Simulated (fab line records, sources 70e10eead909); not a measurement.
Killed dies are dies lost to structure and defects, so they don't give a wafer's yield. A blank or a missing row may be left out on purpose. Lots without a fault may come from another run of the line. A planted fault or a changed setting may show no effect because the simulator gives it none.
Chamber matching | flow nand_harc | NHARC_A_CONTACT_ALD_18 on ald_metal-02: 4 sister chambers
The step deposits TiN, target thk 3 nm, pulse time 1 s, ald cycles 150. 4 wafers are shown with their chamber, then 10 later ones without.

WAFERS WITH THEIR CHAMBER
wafer  | chamber | heater_power_w (W)
L083.5 | 2       | 1142
L091.3 | 1       | 1154
L091.4 | 0       | 1016
L093.5 | 3       | 1009

WAFERS WITHOUT THEIR CHAMBER
wafer  | heater_power_w (W)
L093.6 | 1151
L092.1 | 1137
L092.2 | 1075
L092.4 | 1179
L095.2 | 1177
L095.3 | 1054
L095.6 | 1151
L096.3 | 1154
L096.4 | 1008
L096.6 | 992

WHICH CHAMBER EACH WENT THROUGH
wafer  | from the rows above               | in truth
L093.6 | can't be placed: 1 or 2           | 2
L092.1 | can't be placed: 2 or 1           | 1
L092.2 | can't be placed: 0 or 3 or 2 or 1 | 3
L092.4 | can't be placed: 1 or 2           | 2
L095.2 | can't be placed: 1 or 2           | 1
L095.3 | can't be placed: 0 or 3 or 2      | 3
L095.6 | can't be placed: 1 or 2           | 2
L096.3 | can't be placed: 1 or 2           | 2
L096.4 | can't be placed: 3 or 0           | 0
L096.6 | can't be placed: 3 or 0           | 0
Placed correctly: 0 of 10. Can't be placed from these rows: 10 (the true chamber is among the candidates in 10). Placed wrongly: 0.
How it was worked out, from the rows above alone: a wafer's distance from a chamber is the root of the sum, over the readings, of the square of ((its reading less the chamber's mean) divided by the reading's scatter). The wafer belongs to the nearest chamber; if the next one is less than 2 further off, it can't be placed. A chamber's mean is the mean of its shown wafers. The scatter: with one shown wafer a chamber, the root of the mean of the squares of how far each hidden wafer lies from its nearest shown one.
